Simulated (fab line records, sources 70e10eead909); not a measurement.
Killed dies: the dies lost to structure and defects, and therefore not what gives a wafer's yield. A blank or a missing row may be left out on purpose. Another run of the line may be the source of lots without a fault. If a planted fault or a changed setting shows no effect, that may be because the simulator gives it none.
One fault seen from 2 desks / flow nand_harc / each desk has only its own numbers; what lay behind them comes last

FROM THE METROLOGY DESK
What the gauges read for every lot (on any tool): the sampled wafers with a number, averaged. If a lot's mean is further than 4 standard deviations from the usual mean, the lot is out of limits and carries the mark OUT (the distance appears in the brackets).
Columns: A = cd_nm at NHARC_P_BONDPAD_CD_MEAS_09, usual 499 nm
lot=L561; first seen here=day 7 03:08; A=500
lot=L562; first seen here=day 7 07:37; A=499
lot=L563; first seen here=day 7 19:11; A=499
lot=L571; first seen here=day 11 05:23; A=498
lot=L572; first seen here=day 11 12:21; A=501
lot=L575; first seen here=day 12 12:52; A=498
lot=L574; first seen here=day 12 13:41; A=500
lot=L573; first seen here=day 12 16:12; A=500
lot=L578; first seen here=day 14 00:05; A=499
lot=L579; first seen here=day 14 13:41; A=503
lot=L580; first seen here=day 15 04:49; A=499
lot=L583; first seen here=day 16 02:08; A=498
This desk's verdict: no lot among the 12 shows anything out of limits.

THE TOOL OWNER'S DESK: pecvd-04
The tool's own readings at NHARC_P_M2_DEP_33 (deposits SiCN, target thk 30 nm): means of the sampled wafers that have a number, for each lot that ran on this tool. If a lot's mean is further than 4 standard deviations from the usual mean, the lot is out of limits and carries the mark OUT (the distance appears in the brackets).
Columns: A = chamber_pressure_Torr at NHARC_P_M2_DEP_33, usual 3.000 Torr; B = heater_power_outer_w at NHARC_P_M2_DEP_33, usual 301 W; C = heater_power_w at NHARC_P_M2_DEP_33, usual 556 W
lot=L561; first seen here=day 7 01:31; A=3.002; B=341; C=623
lot=L572; first seen here=day 11 10:43; A=2.997; B=363; C=656
lot=L580; first seen here=day 15 03:14; A=2.999; B=322; C=596
This desk's verdict: no lot among the 3 shows anything out of limits.

TAKEN TOGETHER
Nothing out of limits was seen by the metrology desk.
The desk of the tool owner found nothing out of limits.

WHAT HAD BEEN PUT IN BY THE SIMULATOR
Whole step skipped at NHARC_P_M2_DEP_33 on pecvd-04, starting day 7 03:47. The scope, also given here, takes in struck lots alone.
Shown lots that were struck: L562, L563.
